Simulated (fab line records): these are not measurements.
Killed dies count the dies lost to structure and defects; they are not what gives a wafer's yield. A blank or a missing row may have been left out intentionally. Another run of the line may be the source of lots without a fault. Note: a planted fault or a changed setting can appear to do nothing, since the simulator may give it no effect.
Matching of chambers :: flow n5 finfet :: 4 sister chambers for N5_BEOL_M8_VIA_ETCH_34 on rie diel-02
The step etches SiCOH lowk in C4F6/O2, target depth 125.5 nm, time 50.5 s. 4 wafers are shown with their chamber, then 11 later ones without.

== WAFERS, EACH WITH ITS CHAMBER ==
wafer: L078.3
chamber: 2
rf vpp V (V): 667

wafer: L087.3
chamber: 3
rf vpp V (V): 642

wafer: L088.5
chamber: 1
rf vpp V (V): 681

wafer: L089.3
chamber: 0
rf vpp V (V): 664

== WAFERS WITHOUT THEIR CHAMBER ==
wafer: L089.5
rf vpp V (V): 681

wafer: L089.6
rf vpp V (V): 669

wafer: L092.2
rf vpp V (V): 680

wafer: L092.3
rf vpp V (V): 667

wafer: L092.4
rf vpp V (V): 664

wafer: L096.3
rf vpp V (V): 680

wafer: L096.5
rf vpp V (V): 643

wafer: L096.6
rf vpp V (V): 668

wafer: L097.1
rf vpp V (V): 641

wafer: L097.4
rf vpp V (V): 681

wafer: L097.5
rf vpp V (V): 665

== WHICH CHAMBER EACH WENT THROUGH ==
wafer: L089.5
from the rows above: 1
in truth: 1

wafer: L089.6
from the rows above: 2
in truth: 2

wafer: L092.2
from the rows above: 1
in truth: 1

wafer: L092.3
from the rows above: 2
in truth: 2

wafer: L092.4
from the rows above: 0
in truth: 0

wafer: L096.3
from the rows above: 1
in truth: 1

wafer: L096.5
from the rows above: 3
in truth: 3

wafer: L096.6
from the rows above: 2
in truth: 2

wafer: L097.1
from the rows above: 3
in truth: 3

wafer: L097.4
from the rows above: 1
in truth: 1

wafer: L097.5
from the rows above: can't be placed: 0 or 2
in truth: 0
Correct placement for 10 of the 11. Not placeable from these rows: 1 (in 1, the candidates include the true chamber). Number placed wrongly: 0.
How it was worked out, from the rows above alone: a wafer's distance from a chamber is the root of the sum, over the readings, of the square of ((its reading less the chamber's mean) divided by the reading's scatter). The wafer belongs to the nearest chamber; if the next one is less than 2 further off, it can't be placed. Each chamber's mean is taken over the wafers shown for it. The scatter: with one shown wafer a chamber, the root of the mean of the squares of how far each hidden wafer lies from its nearest shown one.
